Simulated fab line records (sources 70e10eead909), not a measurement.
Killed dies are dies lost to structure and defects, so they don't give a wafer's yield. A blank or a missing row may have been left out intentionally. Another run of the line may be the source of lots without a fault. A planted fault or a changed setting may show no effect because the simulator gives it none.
fab line records + flow nand-harc
record
- lots=5
- wafers=15
- last-day=26
route steps=1159 shown P_ZERO_WELL@68 P_STI@69 END@1159
lots that met no fault: from a run of the same line without faults
start-h: start of the lot's first displayed wafer, in hours after the record's first day + wait-h: time in hours since the lot's previous step + " same as the row above + L1.1+2: several wafers, shown together as one row + - no value present, or no start provided + * or withheld: withheld + < > ~ a bound
route shown NAME@n: names a module that has steps shown in the file, with the first one's number in the route + usual: mean and standard deviation over wafers with no fault + same: alike in all rows + chamber/n: place in a boat + sites: readings site by site + _std_site: the standard deviation of these + _edge_site: the outer-site mean with the inner-site mean subtracted + radius-mm: how far each site lies from the wafer's centre + mask NAME#n: copy n + behind: the tool/chamber that last shaped the wafer + hold: why the lot went on hold/how many hours it stayed there/how the hold came to an end + device: the transistor (n, p or np) that didn't switch + end of line: at the end of the route, the tests of the same wafers + step lacking rows: just its recipe + killed: count of dies lost to structure and defects at first sort (not the wafer's yield) + map: a wafer's dies, marking killed ones x, the rest . and places with no die _
set.NAME: the setting as run; set.NAME@STEP: as run at that earlier step + model.NAME: the simulator's own value behind a step, which no gauge read
lots seen at some steps along the route; tables by step, rows by wafer
services: the hour from which a tool's chamber was out of use, counted from the record's first day as start-h (under 0 if before that day), plus the number of hours and why
## steps
# step NHARC_P_ZERO_WELL_INSPECT_43
# usual
- raw-defect-count=14/6.7
| lot.wafer | tool              | chamber | start-h | wait-h | raw-defect-count |
|-----------|-------------------|---------|---------|--------|------------------|
| L965.2    | defect-inspect-01 | -       | 79.56   | 0.5    | 22               |
| L965.4    | "                 | -       | "       | "      | 9                |
| L965.5    | "                 | -       | "       | "      | 15               |
| L970.3    | defect-inspect-02 | -       | 109.33  | 0.4    | 26               |
| L970.4    | "                 | -       | "       | "      | 14               |
| L970.6    | "                 | -       | "       | "      | 10               |
| L972.1    | defect-inspect-02 | -       | 121.72  | 0.6    | 12               |
| L972.2    | "                 | -       | "       | "      | 16               |
| L972.6    | "                 | -       | "       | "      | 26               |
| L975.2    | defect-inspect-01 | -       | 139.71  | 0.5    | 24               |
| L975.3    | "                 | -       | "       | "      | 7                |
| L975.5    | "                 | -       | "       | "      | 21               |
| L978.3    | defect-inspect-02 | -       | 157.59  | 0.4    | 16               |
| L978.4    | "                 | -       | "       | "      | 7                |
| L978.5    | "                 | -       | "       | "      | 3                |
# step NHARC_P_STI_ETCH_26
# recipe
- target-depth-a=110
- chemistry=dHF
- material=SiO2
# step NHARC_P_STI_PRECLEAN_27
# recipe
- time-s=*
- temp-c=50
- bath-age-min=0
- chemistry=SC1
# step NHARC_P_STI_SRD_28
# step NHARC_P_STI_OXIDE_29
# recipe
- target-thk-a=100
- temp-c=900
- ox-time-s=1362
- material=SiO2
# step NHARC_P_STI_HM_DEP_30
# recipe
- target-thk-a=800
- temp-c=790
- pressure-mtorr=300
- time-s=873
- material=Si3N4
# step NHARC_P_STI_DEHYDRATE_01
# recipe
- temp-c=150
- time-s=120
# step NHARC_P_STI_HMDS_02
# recipe
- time-s=30
# step NHARC_P_STI_COAT_41
# recipe
- temp-c=200
- time-s=65
# step NHARC_P_STI_COAT_03
# recipe
- spin-rpm=2000
- resist-thk-nm=600
# step NHARC_P_STI_SOFTBAKE_04
# recipe
- temp-c=125
- time-s=70
# step NHARC_P_STI_EBR_05
# step NHARC_P_STI_EXPOSE_06
# recipe
- na=0.55
- target-cd-nm=200
- dose-mj=37.69
- mask-id=P_STI
# usual
- focus-offset-nm=-0.1/0.48
| lot.wafer | tool           | chamber | start-h | wait-h | mask       | focus-offset-nm |
|-----------|----------------|---------|---------|--------|------------|-----------------|
| L965.2    | krf-scanner-01 | 0       | 94.84   | -      | P_STI_R1#0 | 0.1             |
| L965.4    | "              | 0       | "       | "      | P_STI_R1#0 | -0.1            |
| L965.5    | "              | 0       | "       | "      | P_STI_R1#0 | -0.1            |
| L970.3    | krf-scanner-03 | 0       | 124.62  | -      | P_STI#0    | 0.2             |
| L970.4    | "              | 0       | "       | "      | P_STI#0    | 0.5             |
| L970.6    | "              | 0       | "       | "      | P_STI#0    | 0.2             |
| L972.1    | krf-scanner-04 | 0       | 136.93  | -      | P_STI#0    | 0.3             |
| L972.2    | "              | 0       | "       | "      | P_STI#0    | -0.2            |
| L972.6    | "              | 0       | "       | "      | P_STI#0    | -0.2            |
| L975.2    | krf-scanner-01 | 0       | 152.19  | -      | P_STI#0    | 0.4             |
| L975.3    | "              | 0       | "       | "      | P_STI#0    | -0.1            |
| L975.5    | "              | 0       | "       | "      | P_STI#0    | -0.5            |
| L978.3    | krf-scanner-01 | 0       | 174.41  | -      | P_STI#0    | -0.3            |
| L978.4    | "              | 0       | "       | "      | P_STI#0    | 0.3             |
| L978.5    | "              | 0       | "       | "      | P_STI#0    | 0.5             |
# step NHARC_P_STI_PEB_07
# recipe
- peb-temp-c=128
- peb-time-s=80
# step NHARC_P_STI_DEVELOP_08
# recipe
- time-s=50
- dev-temp-c=22
# step NHARC_P_STI_CD_MEAS_09
# recipe
- target-cd-nm=200
- landing-energy-ev=500
# usual
- cd-nm=199.2/2.9
# same
- landing-energy-ev=500
| lot.wafer | tool      | chamber | start-h | wait-h | cd-nm |
|-----------|-----------|---------|---------|--------|-------|
| L965.2    | cd-sem-03 | 0       | 94.99   | -      | 209.8 |
| L965.4    | "         | 0       | "       | "      | 218.2 |
| L965.5    | "         | 0       | "       | "      | 217.7 |
| L970.3    | cd-sem-03 | 0       | 124.76  | -      | 198.2 |
| L970.4    | "         | 0       | "       | "      | 202.5 |
| L970.6    | "         | 0       | "       | "      | 200.6 |
| L972.1    | cd-sem-02 | 0       | 137.08  | -      | 200.5 |
| L972.2    | "         | 0       | "       | "      | 199.3 |
| L972.6    | "         | 0       | "       | "      | 196.0 |
| L975.2    | cd-sem-02 | 0       | 152.34  | -      | 199.9 |
| L975.3    | "         | 0       | "       | "      | 201.2 |
| L975.5    | "         | 0       | "       | "      | 200.6 |
| L978.3    | cd-sem-03 | 0       | 174.56  | -      | 201.4 |
| L978.4    | "         | 0       | "       | "      | 196.9 |
| L978.5    | "         | 0       | "       | "      | 202.1 |
# step NHARC_P_STI_OVL_MEAS_10
# usual
- overlay-x-nm=-2/6.4
- overlay-y-nm=-2/7.1
| lot.wafer | tool       | chamber | start-h | wait-h | overlay-x-nm | overlay-y-nm |
|-----------|------------|---------|---------|--------|--------------|--------------|
| L965.2    | overlay-01 | -       | 95.07   | -      | -6           | 3            |
| L965.4    | "          | -       | "       | "      | -6           | 3            |
| L965.5    | "          | -       | "       | "      | -6           | 2            |
| L970.3    | overlay-02 | -       | 124.85  | -      | -5           | 4            |
| L970.4    | "          | -       | "       | "      | -5           | 5            |
| L970.6    | "          | -       | "       | "      | -6           | 4            |
| L972.1    | overlay-02 | -       | 137.17  | -      | -2           | -4           |
| L972.2    | "          | -       | "       | "      | -3           | -4           |
| L972.6    | "          | -       | "       | "      | -3           | -4           |
| L975.2    | overlay-01 | -       | 152.42  | -      | 5            | -12          |
| L975.3    | "          | -       | "       | "      | 5            | -12          |
| L975.5    | "          | -       | "       | "      | 5            | -12          |
| L978.3    | overlay-01 | -       | 174.64  | -      | 0            | -9           |
| L978.4    | "          | -       | "       | "      | 0            | -8           |
| L978.5    | "          | -       | "       | "      | 0            | -9           |
# step NHARC_P_STI_INSPECT_11
# usual
- raw-defect-count=5.7/2.8
| lot.wafer | tool              | chamber | start-h | wait-h | raw-defect-count |
|-----------|-------------------|---------|---------|--------|------------------|
| L965.2    | defect-inspect-01 | -       | 95.11   | 0.0    | 8                |
| L965.4    | "                 | -       | "       | "      | 5                |
| L965.5    | "                 | -       | "       | "      | 6                |
| L970.3    | defect-inspect-01 | -       | 124.88  | 0.0    | 4                |
| L970.4    | "                 | -       | "       | "      | 5                |
| L970.6    | "                 | -       | "       | "      | 2                |
| L972.1    | defect-inspect-01 | -       | 137.20  | 0.0    | 6                |
| L972.2    | "                 | -       | "       | "      | 6                |
| L972.6    | "                 | -       | "       | "      | 6                |
| L975.2    | defect-inspect-01 | -       | 152.46  | 0.0    | 8                |
| L975.3    | "                 | -       | "       | "      | 7                |
| L975.5    | "                 | -       | "       | "      | 6                |
| L978.3    | defect-inspect-02 | -       | 174.68  | 0.0    | 7                |
| L978.4    | "                 | -       | "       | "      | 4                |
| L978.5    | "                 | -       | "       | "      | 10               |
# step NHARC_P_STI_HARDBAKE_13
# recipe
- temp-c=118
- time-s=65
# step NHARC_P_STI_DESCUM_14
# recipe
- time-s=3
- o2-flow-sccm=200
- ar-flow-sccm=0
- bias-power-w=0
- chemistry=O2
# usual
- drypump-motor-current-A=5.9/0.37
- oes-product-au=0.997/0.012
- rf-vpp-V=57.9/0.77
- showerhead-plenum-p-Torr=1.95/0.082
- throttle-valve-pct=11.312/0.0086
| lot.wafer | tool        | chamber | start-h | wait-h | drypump-motor-current-A | oes-product-au | rf-hours-counter-h | rf-vpp-V | showerhead-plenum-p-Torr | throttle-valve-pct | model.P_STI.cd-nm |
|-----------|-------------|---------|---------|--------|-------------------------|----------------|--------------------|----------|--------------------------|--------------------|-------------------|
| L965.4    | rie-diel-03 | 1       | 95.26   | -      | 5.7                     | 1.019          | 1.6                | 58.6     | 2.03                     | 11.316             | 217.8             |
| L965.2    | "           | 2       | "       | "      | 5.7                     | 0.998          | 1.5                | 57.6     | 1.80                     | 11.312             | 209.7             |
| L965.5    | "           | 3       | "       | "      | 5.6                     | 0.995          | -                  | 59.3     | 1.94                     | 11.325             | 218.2             |
| L970.4    | rie-diel-02 | 0       | 125.02  | -      | 5.7                     | 1.006          | 3.1                | 59.1     | 1.95                     | 11.316             | 202.2             |
| L970.3    | "           | 3       | "       | "      | 6.1                     | 1.003          | 3.4                | 57.4     | 1.80                     | 11.316             | 198.4             |
| L970.6    | "           | 1       | "       | "      | 6.2                     | 1.016          | -                  | 58.8     | 1.87                     | 11.314             | 201.3             |
| L972.1    | rie-diel-09 | 1       | 137.34  | -      | 6.5                     | 0.979          | 3.7                | 59.2     | 1.99                     | 11.325             | 200.2             |
| L972.2    | "           | 0       | "       | "      | 5.3                     | 0.990          | 4.3                | 59.0     | 2.00                     | 11.323             | 198.5             |
| L972.6    | "           | 2       | "       | "      | 6.2                     | 0.992          | -                  | 58.4     | 2.03                     | 11.304             | 195.7             |
| L975.2    | rie-diel-03 | 1       | 152.64  | -      | 5.7                     | 1.015          | 4.2                | 58.4     | 2.03                     | 11.311             | 199.8             |
| L975.3    | "           | 0       | "       | "      | 6.3                     | 0.997          | 4.0                | 57.2     | 1.91                     | 11.315             | 201.9             |
| L975.5    | "           | 2       | "       | "      | 5.7                     | 0.994          | -                  | 57.0     | 1.80                     | 11.318             | 200.9             |
| L978.4    | rie-diel-03 | 1       | 174.82  | -      | 5.8                     | 1.016          | 4.8                | 58.1     | 2.03                     | 11.306             | 197.8             |
| L978.3    | "           | 2       | "       | "      | 5.8                     | 1.009          | 4.6                | 56.7     | 1.80                     | 11.306             | 201.5             |
| L978.5    | "           | 0       | "       | "      | 6.3                     | 0.999          | -                  | 57.6     | 1.91                     | 11.320             | 202.6             |
# step NHARC_P_STI_ETCH_42
# recipe
- target-depth-a=800
- overetch-a=240
- time-s=61
- ion-energy-ev=200
- n2-flow-sccm=150
- h2-flow-sccm=150
- ar-flow-sccm=0
- rf-w=400
- bias-w=150
- chemistry=N2/H2
# usual
- drypump-motor-current-A=5.9/0.39
- oes-product-au=0.999/0.012
- rf-vpp-V=431.7/2.4
- showerhead-plenum-p-Torr=2.08/0.085
- throttle-valve-pct=14.171/0.0082
| lot.wafer | tool        | chamber | start-h | wait-h | drypump-motor-current-A | oes-product-au | rf-hours-counter-h | rf-vpp-V | showerhead-plenum-p-Torr | throttle-valve-pct |
|-----------|-------------|---------|---------|--------|-------------------------|----------------|--------------------|----------|--------------------------|--------------------|
| L965.2    | rie-diel-03 | 1       | 95.33   | 0.1    | 5.7                     | 1.007          | 1.7                | 434.5    | 2.17                     | 14.167             |
| L965.4    | "           | 3       | "       | "      | 5.6                     | 0.991          | 1.3                | 433.2    | 2.07                     | 14.162             |
| L965.5    | "           | 0       | "       | "      | 6.3                     | 0.995          | -                  | 430.1    | 2.04                     | 14.165             |
| L970.4    | rie-diel-02 | 0       | 125.11  | 0.1    | 5.7                     | 1.002          | 3.1                | 431.5    | 2.08                     | 14.196             |
| L970.3    | "           | 2       | "       | "      | 5.4                     | 0.984          | 3.2                | 429.2    | 2.01                     | 14.175             |
| L970.6    | "           | 3       | "       | "      | 6.1                     | 0.992          | -                  | 427.9    | 1.92                     | 14.165             |
| L972.1    | rie-diel-09 | 0       | 137.43  | 0.1    | 5.3                     | 0.991          | 4.3                | 434.1    | 2.13                     | 14.175             |
| L972.2    | "           | 2       | "       | "      | 6.2                     | 0.986          | 4.2                | 433.6    | 2.16                     | 14.183             |
| L972.6    | "           | 3       | "       | "      | 5.5                     | 0.996          | -                  | 433.1    | 2.16                     | 14.182             |
| L975.2    | rie-diel-03 | 3       | 152.73  | 0.1    | 5.6                     | 1.007          | 3.6                | 429.8    | 2.07                     | 14.160             |
| L975.3    | "           | 1       | "       | "      | 5.8                     | 1.010          | 4.2                | 432.7    | 2.16                     | 14.168             |
| L975.5    | "           | 3       | "       | "      | 5.6                     | 1.001          | -                  | 432.3    | 2.07                     | 14.157             |
| L978.4    | rie-diel-03 | 2       | 174.89  | 0.1    | 5.7                     | 1.010          | 4.6                | 426.1    | 1.91                     | 14.168             |
| L978.3    | "           | 1       | "       | "      | 5.7                     | 1.014          | 4.8                | 434.0    | 2.16                     | 14.171             |
| L978.5    | "           | 2       | "       | "      | 5.8                     | 1.000          | -                  | 427.5    | 1.91                     | 14.164             |
# step NHARC_P_STI_ETCH_31
# recipe
- target-depth-a=1089
- time-s=54.5
- cf4-flow-sccm=100
- chf3-flow-sccm=30
- ar-flow-sccm=0
- rf-w=500
- bias-w=200
- chemistry=CF4/CHF3
# usual
- drypump-motor-current-A=5.8/0.38
- oes-product-au=0.958/0.02
- rf-vpp-V=371.6/2.4
- showerhead-plenum-p-Torr=1.60/0.063
- throttle-valve-pct=16.803/0.0088
| lot.wafer | tool        | chamber | start-h | wait-h | drypump-motor-current-A | oes-product-au | rf-hours-counter-h | rf-vpp-V | showerhead-plenum-p-Torr | throttle-valve-pct |
|-----------|-------------|---------|---------|--------|-------------------------|----------------|--------------------|----------|--------------------------|--------------------|
| L965.4    | rie-diel-03 | 2       | -       | -      | 5.8                     | 0.978          | 1.5                | 367.4    | 1.49                     | 16.798             |
| L965.2    | "           | 0       | "       | "      | 6.3                     | 0.956          | 1.7                | 370.7    | 1.57                     | 16.805             |
| L965.5    | "           | 3       | "       | "      | 5.6                     | 0.953          | -                  | 372.5    | 1.59                     | 16.797             |
| L970.4    | rie-diel-02 | 1       | -       | -      | 6.1                     | 0.973          | 2.5                | 369.2    | 1.54                     | 16.800             |
| L970.3    | "           | 2       | "       | "      | 5.4                     | 0.970          | 3.2                | 369.6    | 1.55                     | 16.800             |
| L970.6    | "           | 2       | "       | "      | 5.4                     | 0.981          | -                  | 369.6    | 1.55                     | 16.807             |
| L972.1    | rie-diel-09 | 2       | -       | -      | 6.2                     | 0.915          | 4.2                | 375.0    | 1.66                     | 16.808             |
| L972.2    | "           | 3       | "       | "      | 5.5                     | 0.934          | 4.1                | 373.5    | 1.66                     | 16.794             |
| L972.6    | "           | 2       | "       | "      | 6.2                     | 0.918          | -                  | 374.0    | 1.66                     | 16.808             |
| L975.2    | rie-diel-03 | 2       | -       | -      | 5.8                     | 0.956          | 3.9                | 367.5    | 1.49                     | 16.809             |
| L975.3    | "           | 0       | "       | "      | 6.3                     | 0.940          | 4.1                | 370.7    | 1.57                     | 16.812             |
| L975.5    | "           | 2       | "       | "      | 5.8                     | 0.946          | -                  | 367.7    | 1.48                     | 16.793             |
| L978.4    | rie-diel-03 | 3       | -       | -      | 5.6                     | 0.957          | 4.3                | 371.1    | 1.59                     | 16.799             |
| L978.3    | "           | 0       | "       | "      | 6.3                     | 0.947          | 4.7                | 369.6    | 1.57                     | 16.812             |
| L978.5    | "           | 3       | "       | "      | 5.6                     | 0.969          | -                  | 372.0    | 1.59                     | 16.808             |
# step NHARC_P_STI_ETCH_15
# recipe
- target-depth-a=3000
- taper-deg=4
- time-s=100.1
- hbr-flow-sccm=150
- cl2-flow-sccm=50
- rf-w=400
- icp-w=400
- bias-w=100
- chemistry=HBr/Cl2
# usual
- drypump-motor-current-A=5.5/0.44
- oes-product-au=0.998/0.01
- throttle-valve-pct=26.404/0.0095
| lot.wafer | tool      | chamber | start-h | wait-h | drypump-motor-current-A | oes-product-au | rf-hours-counter-h | throttle-valve-pct | model.P_STI.cd-nm |
|-----------|-----------|---------|---------|--------|-------------------------|----------------|--------------------|--------------------|-------------------|
| L965.4    | rie-si-02 | 1       | 95.55   | -      | 6.1                     | 0.994          | 0.4                | 26.405             | 217.8             |
| L965.2    | "         | 2       | "       | "      | 5.0                     | 1.009          | 0.4                | 26.388             | 210               |
| L965.5    | "         | 3       | "       | "      | 5.5                     | 1.008          | -                  | 26.390             | 218.4             |
| L970.3    | rie-si-02 | 0       | 125.32  | -      | 5.9                     | 1.010          | 0.7                | 26.405             | 198               |
| L970.4    | "         | 1       | "       | "      | 6.1                     | 0.982          | 0.6                | 26.410             | 204.4             |
| L970.6    | "         | 2       | "       | "      | 5.0                     | 1.006          | -                  | 26.398             | 201.3             |
| L972.1    | rie-si-05 | 1       | 137.64  | -      | 4.8                     | 0.975          | 0.6                | 26.408             | 200.3             |
| L972.2    | "         | 3       | "       | "      | 5.3                     | 0.992          | 0.5                | 26.404             | 195.8             |
| L972.6    | "         | 1       | "       | "      | 4.9                     | 0.990          | -                  | 26.418             | 195               |
| L975.2    | rie-si-05 | 1       | 152.92  | -      | 4.9                     | 0.982          | 0.7                | 26.384             | 199.6             |
| L975.3    | "         | 0       | "       | "      | 5.1                     | 1.006          | 0.7                | 26.423             | 201.1             |
| L975.5    | "         | 2       | "       | "      | 5.7                     | 0.987          | -                  | 26.405             | 200.2             |
| L978.3    | rie-si-02 | 1       | 175.10  | -      | 6.1                     | 0.998          | 0.9                | 26.393             | 201.3             |
| L978.4    | "         | 2       | "       | "      | 5.0                     | 1.001          | 0.9                | 26.398             | 199               |
| L978.5    | "         | 0       | "       | "      | 5.9                     | 1.015          | -                  | 26.406             | 204.6             |
# step NHARC_P_STI_CD_MEAS_16
# usual
- cd-nm=199/3.4
| lot.wafer | tool      | chamber | start-h | wait-h | cd-nm |
|-----------|-----------|---------|---------|--------|-------|
| L965.2    | cd-sem-02 | -       | 95.68   | -      | 210   |
| L965.4    | "         | -       | "       | "      | 218   |
| L965.5    | "         | -       | "       | "      | 218   |
| L970.3    | cd-sem-01 | -       | 125.46  | -      | 198   |
| L970.4    | "         | -       | "       | "      | 204   |
| L970.6    | "         | -       | "       | "      | 201   |
| L972.1    | cd-sem-02 | -       | 137.79  | -      | 200   |
| L972.2    | "         | -       | "       | "      | 196   |
| L972.6    | "         | -       | "       | "      | 195   |
| L975.2    | cd-sem-02 | -       | 153.08  | -      | 200   |
| L975.3    | "         | -       | "       | "      | 201   |
| L975.5    | "         | -       | "       | "      | 200   |
| L978.3    | cd-sem-01 | -       | 175.25  | -      | 201   |
| L978.4    | "         | -       | "       | "      | 199   |
| L978.5    | "         | -       | "       | "      | 204   |
# step NHARC_P_STI_OCD_MEAS_17
# usual
- trench-depth-nm=300/4.6
- trench-foot-cd-nm=157.3/3
| lot.wafer | tool   | chamber | start-h | wait-h | trench-depth-nm | trench-foot-cd-nm |
|-----------|--------|---------|---------|--------|-----------------|-------------------|
| L965.2    | ocd-01 | -       | 95.78   | 0.1    | 305             | 167.5             |
| L965.4    | "      | -       | "       | "      | 300             | 176.1             |
| L965.5    | "      | -       | "       | "      | 301             | 175.6             |
| L970.3    | ocd-02 | -       | 125.55  | 0.1    | 306             | 155.9             |
| L970.4    | "      | -       | "       | "      | 294             | 162.0             |
| L970.6    | "      | -       | "       | "      | 302             | 158.2             |
| L972.1    | ocd-01 | -       | 137.87  | 0.1    | 289             | 160.0             |
| L972.2    | "      | -       | "       | "      | 300             | 157.3             |
| L972.6    | "      | -       | "       | "      | 292             | 154.9             |
| L975.2    | ocd-02 | -       | 153.17  | 0.1    | 293             | 159.1             |
| L975.3    | "      | -       | "       | "      | 304             | 159.0             |
| L975.5    | "      | -       | "       | "      | 296             | 159.6             |
| L978.3    | ocd-02 | -       | 175.33  | 0.1    | 301             | 159.2             |
| L978.4    | "      | -       | "       | "      | 301             | 154.3             |
| L978.5    | "      | -       | "       | "      | 304             | 159.9             |
# step NHARC_P_STI_STRIP_19
# recipe
- time-s=900
- temp-c=130
- chemistry=SPM
# step NHARC_END_SORT_01
# recipe
- temp-c=25
# usual
- killed-at-array=27/12
- killed-at-other=0.9/1.1
- killed-at-periphery=3.2/2.4
- killed-dies=31/12
- killed-open=3.3/1.7
- killed-short=2.0/1.6
# same
- gross-dies=677
| lot.wafer | tool      | chamber | start-h | wait-h | killed-at-array | killed-at-other | killed-at-periphery | killed-dies | killed-open | killed-short |
|-----------|-----------|---------|---------|--------|-----------------|-----------------|---------------------|-------------|-------------|--------------|
| L965.2    | prober-02 | 0       | 572.05  | 2.8    | 39              | 2               | 4                   | 45          | 0           | 4            |
| L965.4    | prober-02 | 0       | 573.65  | 3.4    | 41              | 1               | 1                   | 43          | 2           | 1            |
| L965.5    | prober-02 | 0       | 574.44  | 3.7    | 39              | 1               | 6                   | 46          | 5           | 1            |
| L970.3    | prober-02 | 0       | 596.30  | 3.1    | 27              | 2               | 0                   | 29          | 1           | 1            |
# killed by level:class
L965.2 A_CHANNEL_HOLE_D1:chamber-film-flake=14 A_SLIT:chamber-film-flake=14 A_STAIRCASE:chamber-film-flake=3 A_WL_FILL:chamber-film-flake=3 A_CONTACT:chamber-film-flake=3 THIN_TSV:chamber-film-flake=2 P_M0:geometric-particle:short=1 P_M2:geometric-particle:short=1
L965.4 A_CHANNEL_HOLE_D1:chamber-film-flake=16 A_SLIT:chamber-film-flake=15 A_STAIRCASE:chamber-film-flake=3 A_CONTACT:chamber-film-flake=3 A_WL_FILL:geometric-particle:short=1 A_WL_FILL:geometric-particle:open=1 A_CONTACT:geometric-particle:open=1 P_ZERO_WELL:chamber-film-flake=1
L965.5 A_CHANNEL_HOLE_D1:chamber-film-flake=15 A_SLIT:chamber-film-flake=12 A_CONTACT:chamber-film-flake=5 P_ZERO_WELL:chamber-film-flake=3 A_CONTACT:geometric-particle:open=2 A_STAIRCASE:chamber-film-flake=2 P_CONTACT:geometric-particle:short=1 P_CONTACT:geometric-particle:open=1
L970.3 A_CHANNEL_HOLE_D1:chamber-film-flake=21 A_CONTACT:chamber-film-flake=4 A_CHANNEL_HOLE_D1:geometric-particle:open=1 A_WL_FILL:geometric-particle:short=1 HYBRID_BOND:chamber-film-flake=1 THIN_TSV:chamber-film-flake=1
## services
| tool           | chamber | start-h | hours | kind   |
|----------------|---------|---------|-------|--------|
| rie-diel-03    | 0       | 71.82   | -     | clean  |
| rie-diel-03    | 1       | 71.82   | -     | clean  |
| rie-diel-03    | 2       | 71.82   | -     | clean  |
| rie-diel-03    | 3       | 71.82   | -     | clean  |
| rie-diel-09    | -       | 77.10   | 9.0   | pm     |
| rie-diel-02    | 2       | 78.44   | 7.1   | repair |
| krf-scanner-04 | -       | 80.67   | 1.2   | repair |
| krf-scanner-01 | -       | 84.00   | 4.0   | pm     |
| rie-diel-03    | 0       | 96.32   | -     | clean  |
| rie-diel-03    | 1       | 96.32   | -     | clean  |
| rie-diel-03    | 2       | 96.32   | -     | clean  |
| rie-diel-03    | 3       | 96.32   | -     | clean  |
| rie-si-02      | 0       | 97.39   | 3.5   | repair |
| krf-scanner-04 | -       | 115.73  | 0.4   | repair |
| rie-diel-03    | 0       | 120.82  | -     | clean  |
| rie-diel-03    | 1       | 120.82  | -     | clean  |
| rie-diel-03    | 2       | 120.82  | -     | clean  |
| rie-diel-03    | 3       | 120.82  | -     | clean  |
| krf-scanner-01 | -       | 122.99  | 0.6   | repair |
| krf-scanner-04 | -       | 126.00  | 4.0   | pm     |
| rie-diel-03    | 0       | 145.32  | -     | clean  |
| rie-diel-03    | 1       | 145.32  | -     | clean  |
| rie-diel-02    | -       | 150.70  | 9.0   | pm     |
| krf-scanner-03 | -       | 168.00  | 4.0   | pm     |
## key
first-sign
- step=NHARC_P_STI_EXPOSE_06
- reading=mask
- direction=changed
effect
- step=NHARC_P_STI_CD_MEAS_09
- reading=cd-nm
- direction=up
- sigmas=5.5
- usual=199.2
- struck=215.3
effect
- step=NHARC_P_STI_CD_MEAS_16
- reading=cd-nm
- direction=up
- sigmas=4.8
- usual=199
- struck=215
effect
- step=NHARC_P_STI_OCD_MEAS_17
- reading=trench-foot-cd-nm
- direction=up
- sigmas=5.3
- usual=157.3
- struck=173.1
model-effect
- step=NHARC_P_STI_DESCUM_14
- value=P_STI.cd-nm
- without=198.5
- struck=215.3
model-effect
- step=NHARC_P_STI_ETCH_15
- value=P_STI.cd-nm
- without=198.6
- struck=215.4
met-at NHARC_P_STI_EXPOSE_06
struck-wafers L965.2,L965.4,L965.5
tester-left-out L965
fault
- kind=wrong-mask
- tool=any
- chamber=-
- onset-h=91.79
- steps=NHARC_P_STI_EXPOSE_06
- aux-copy=P_STI_R1#0
- cd-offset-nm=16.775
- scope=struck-lots-only
# tester-left-out: of these lots the tester's yield and bins aren't shown, on N5 and GAA mostly nor the transistor test; their killed dies are dies lost to structure and defects alone, not to doping, threshold or leakage, so they don't give the yield
